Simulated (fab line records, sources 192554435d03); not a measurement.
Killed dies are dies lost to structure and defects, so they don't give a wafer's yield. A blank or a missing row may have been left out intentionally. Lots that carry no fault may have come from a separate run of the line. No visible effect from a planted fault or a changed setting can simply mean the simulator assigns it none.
fab line records ; flow n5-finfet
record lots=7; wafers=39
route steps=1938 shown BEOL_M11@1539 PASS1_CAP@1874
start-h: the number of hours between the record's first day and the start of the first shown wafer of the lot ; wait-h: hours from the lot's prior step to this one ; " unchanged from the row above ; L1.1+2: a row that stands for several wafers ; - no value, or no start given ; * or withheld: withheld ; < > ~ a bound
route shown NAME@n: a module of which the file shows steps, and the number in the route of the first ; usual: average and standard deviation across the fault-free wafers ; same: alike in all rows ; chamber/n: place in a boat ; sites: each site's reading ; _std_site: the values' standard deviation ; _edge_site: outer sites' mean less inner sites' ; radius-mm: how far each site lies from the wafer's centre ; mask NAME#n: copy n ; behind: the most recent tool/chamber to have shaped the wafer ; hold: what put the lot on hold/how long, in hours/how the hold closed ; device: which transistor (n, p or np) failed to switch ; end of line: the tests these same wafers got at the end of their route ; a step given without rows: its recipe and nothing more ; killed: dies lost to structure and defects at the first sort, not the wafer's yield ; map: a wafer's dies, marking killed ones x, the rest . and places with no die _
set.NAME: the run value of the setting; set.NAME@STEP: its run value at that earlier step ; model.NAME: the simulator's own value behind a step, which no gauge read
lots where settings were altered on purpose, with a table for each step and a row for each wafer
## steps
# step N5_BEOL_M11_PECVD_70
# recipe material=SiO2; target-thk-a=200; temp-c=400; precursor=TEOS/O2; pressure-torr=5.5; rf-w=450; teos-flow-sccm=53.8; gas=O2; flow-sccm=3000; time-s=22.7
lot.wafer;tool;chamber;start-h;wait-h;set.time-s;model.SiO2_of_BEOL_M11_PECVD_70.thk-nm
L078.1;pecvd-02;0;278.59;0.0;22.7;19.8
L078.2;pecvd-02;2;278.59;0.0;22.7;20
L078.3+4+6;pecvd-02;1,2,0;278.59;0.0;22.7;20.2
L078.5;pecvd-02;1;278.59;0.0;22.7;20.8
L081.1+5;pecvd-03;1,0;295.50;0.0;33.66;29.4
L081.2+3+4;pecvd-03;0,2,1;295.50;0.0;22.7;20.2
L081.6;pecvd-03;2;295.50;0.0;33.66;29.8
L083.1;pecvd-02;0;305.17;0.0;22.7;19.6
L083.2;pecvd-02;2;305.17;0.0;22.7;20
L083.3;pecvd-02;1;305.17;0.0;11.34;10.8
L083.4;pecvd-02;1;305.17;0.0;22.7;20.4
L083.5+6;pecvd-02;2,0;305.17;0.0;11.34;10.2
L086.1;pecvd-03;0;313.53;0.0;32.62;28.2
L086.2;pecvd-03;1;313.53;0.0;22.7;20
L086.3;pecvd-03;2;313.53;0.0;32.62;28.6
L086.4;pecvd-03;2;313.53;0.0;32.62;28.8
L086.5+6;pecvd-03;1,0;313.53;0.0;22.7;20.4
L091.1;pecvd-03;1;342.65;0.0;22.7;20
L091.4;pecvd-03;0;342.65;0.0;22.7;19.8
L091.6;pecvd-03;2;342.65;0.0;22.7;20.2
L092.1+2;pecvd-03;2,1;380.63;0.0;22.7;20
L092.3;pecvd-03;0;380.63;0.0;22.7;19.8
L092.4;pecvd-03;0;380.63;0.0;22.7;20.2
L092.5+6;pecvd-03;1,2;380.63;0.0;22.7;20.4
L096.1+6;pecvd-03;1,2;402.87;0.0;11.4;10.2
L096.2;pecvd-03;0;402.87;0.0;22.7;19.8
L096.3;pecvd-03;2;402.87;0.0;22.7;20
L096.4;pecvd-03;0;402.87;0.0;11.4;10
L096.5;pecvd-03;1;402.87;0.0;22.7;20.2
# step N5_BEOL_M11_HM_DEP_02
# recipe material=TiN; target-thk-a=200; temp-c=25; chamber-pressure-pa=0.49996
# step N5_BEOL_M11_COAT_59
# recipe resist=SOC; temp-c=250; time-s=60; spin-rpm=1500; resist-thk-nm=100
# step N5_BEOL_M11_ECD_50
# recipe material=Cu; target-thk-a=3180
# step N5_BEOL_M11_ANNEAL_51
# recipe temp-c=225; time-s=90; ambient=N2
# step N5_BEOL_M11_CMP_52
# recipe stop-on=SiCOH_lowk; t-overpolish-s=7; down-force-psi=1; platen-rpm=50; clearing-platen-down-force-psi=1.5; clearing-platen-rpm=50; post-cmp-clean=cu-alkaline; target-thk-nm=140; clearing-platen-pad-velocity-m-s=0.99484; pad-velocity-m-s=0.99484
# usual barrier-field-endpoint-s=29.0/0.71
lot.wafer;tool;chamber;start-h;wait-h;set.time-s@BEOL_M11_PECVD_70;barrier-field-endpoint-s
L078.1;cmp-02;3;286.70;0.3;22.7;28.6
L078.4;cmp-02;0;286.70;0.3;22.7;29.2
L078.2;cmp-02;1;286.70;0.3;22.7;28.6
L078.3;cmp-02;2;286.70;0.3;22.7;28.8
L078.5;cmp-02;3;286.70;0.3;22.7;29.5
L078.6;cmp-02;0;286.70;0.3;22.7;28.9
L081.2;cmp-01;1;301.57;0.2;22.7;27.8
L081.4;cmp-01;2;301.57;0.2;22.7;27.4
L081.3;cmp-01;3;301.57;0.2;22.7;29.4
L081.1;cmp-01;0;301.57;0.2;33.66;38.7
L081.6;cmp-01;1;301.57;0.2;33.66;40.3
L081.5;cmp-01;2;301.57;0.2;33.66;37.8
L083.2;cmp-02;1;311.06;0.2;22.7;29.6
L083.4;cmp-02;2;311.06;0.2;22.7;29.2
L083.1;cmp-02;3;311.06;0.2;22.7;28.9
L083.3;cmp-02;0;311.06;0.2;11.34;17.8
L083.5;cmp-02;1;311.06;0.2;11.34;17.4
L083.6;cmp-02;2;311.06;0.2;11.34;16.6
L086.4;cmp-02;3;318.34;0.1;32.62;39.5
L086.3;cmp-02;0;318.34;0.1;32.62;40.0
L086.2;cmp-02;1;318.34;0.1;22.7;29.3
L086.1;cmp-02;2;318.34;0.1;32.62;38.4
L086.6;cmp-02;3;318.34;0.1;22.7;29.4
L086.5;cmp-02;0;318.34;0.1;22.7;30.4
L091.4;cmp-01;1;350.66;0.1;22.7;28.8
L091.1;cmp-01;2;350.66;0.1;22.7;27.8
L091.6;cmp-01;2;350.66;0.1;22.7;28.5
L092.3;cmp-03;0;390.57;0.2;22.7;28.1
L092.4;cmp-03;1;390.57;0.2;22.7;29.0
L092.2;cmp-03;2;390.57;0.2;22.7;29.1
L092.1;cmp-03;3;390.57;0.2;22.7;29.5
L092.6;cmp-03;0;390.57;0.2;22.7;29.1
L092.5;cmp-03;1;390.57;0.2;22.7;28.5
L096.3;cmp-03;3;411.66;0.2;22.7;29.9
L096.1;cmp-03;0;411.66;0.2;11.4;17.7
L096.2;cmp-03;1;411.66;0.2;22.7;30.0
L096.4;cmp-03;2;411.66;0.2;11.4;17.3
L096.6;cmp-03;3;411.66;0.2;11.4;17.7
L096.5;cmp-03;0;411.66;0.2;22.7;30.4
# step N5_PASSIVATION_PECVD_01
# recipe material=SiNx; target-thk-a=2000; temp-c=400; precursor=SiH4/NH3/N2; pressure-torr=4.9; rf-w=1406; time-s=43.2
lot.wafer;tool;chamber;start-h;wait-h;set.time-s;model.SiNx_of_PASSIVATION_PECVD_01.thk-nm
L078.1;pecvd-04;0;322.34;0.0;57.55;263
L078.2;pecvd-04;2;322.34;0.0;43.2;196.8
L078.3;pecvd-04;1;322.34;0.0;43.2;196.6
L078.4;pecvd-04;1;322.34;0.0;57.55;266.2
L078.5;pecvd-04;2;322.34;0.0;43.2;199
L078.6;pecvd-04;0;322.34;0.0;57.55;268
L081.1;pecvd-04;1;337.83;0.0;43.2;197.8
L081.2;pecvd-04;0;337.83;0.0;43.2;199
L081.3+4;pecvd-04;2,0;337.83;0.0;43.2;201.2
L081.5;pecvd-04;1;337.83;0.0;43.2;201.6
L081.6;pecvd-04;2;337.83;0.0;43.2;203.4
L083.1;pecvd-01;1;343.98;0.0;43.2;196.8
L083.2;pecvd-01;0;343.98;0.0;43.2;198.4
L083.3;pecvd-01;2;343.98;0.0;43.2;199.6
L083.4;pecvd-01;2;343.98;0.0;43.2;203.6
L083.5;pecvd-01;0;343.98;0.0;43.2;200
L083.6;pecvd-01;1;343.98;0.0;43.2;202.2
L086.1;pecvd-03;0;360.32;0.0;43.2;199.2
L086.2;pecvd-03;2;360.32;0.0;43.2;202.8
L086.3;pecvd-03;1;360.32;0.0;43.2;200.4
L086.4;pecvd-03;0;360.32;0.0;43.2;202
L086.5;pecvd-03;1;360.32;0.0;43.2;202.6
L086.6;pecvd-03;2;360.32;0.0;43.2;207.2
L091.1;pecvd-04;2;380.55;0.0;43.2;199.8
L091.4;pecvd-04;1;380.55;0.0;43.2;202.8
L091.6;pecvd-04;2;380.55;0.0;43.2;204
L092.1;pecvd-04;2;424.62;0.0;33.12;153.6
L092.2;pecvd-04;0;424.62;0.0;43.2;200.4
L092.3;pecvd-04;1;424.62;0.0;33.12;148.4
L092.4;pecvd-04;0;424.62;0.0;43.2;200.8
L092.5;pecvd-04;1;424.62;0.0;33.12;149.2
L092.6;pecvd-04;2;424.62;0.0;43.2;203.4
L096.1;pecvd-03;1;448.82;0.0;43.2;194.2
L096.2;pecvd-03;0;448.82;0.0;43.2;197.6
L096.3;pecvd-03;2;448.82;0.0;43.2;198.6
L096.4;pecvd-03;1;448.82;0.0;43.2;198
L096.5;pecvd-03;0;448.82;0.0;43.2;198.8
L096.6;pecvd-03;2;448.82;0.0;43.2;196.8
## key
split step=N5_BEOL_M11_PECVD_70; setting=time-s; stated=22.7; by=wafer
response step=N5_BEOL_M11_PECVD_70; reading=model.SiO2_of_BEOL_M11_PECVD_70.thk-nm; change=+0.193; per=1%; r=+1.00
response step=N5_BEOL_M11_CMP_52; reading=barrier-field-endpoint-s; change=+0.235; per=1%; r=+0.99
split step=N5_PASSIVATION_PECVD_01; setting=time-s; stated=43.2; by=wafer
response step=N5_PASSIVATION_PECVD_01; reading=model.SiNx_of_PASSIVATION_PECVD_01.thk-nm; change=+2.1; per=1%; r=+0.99
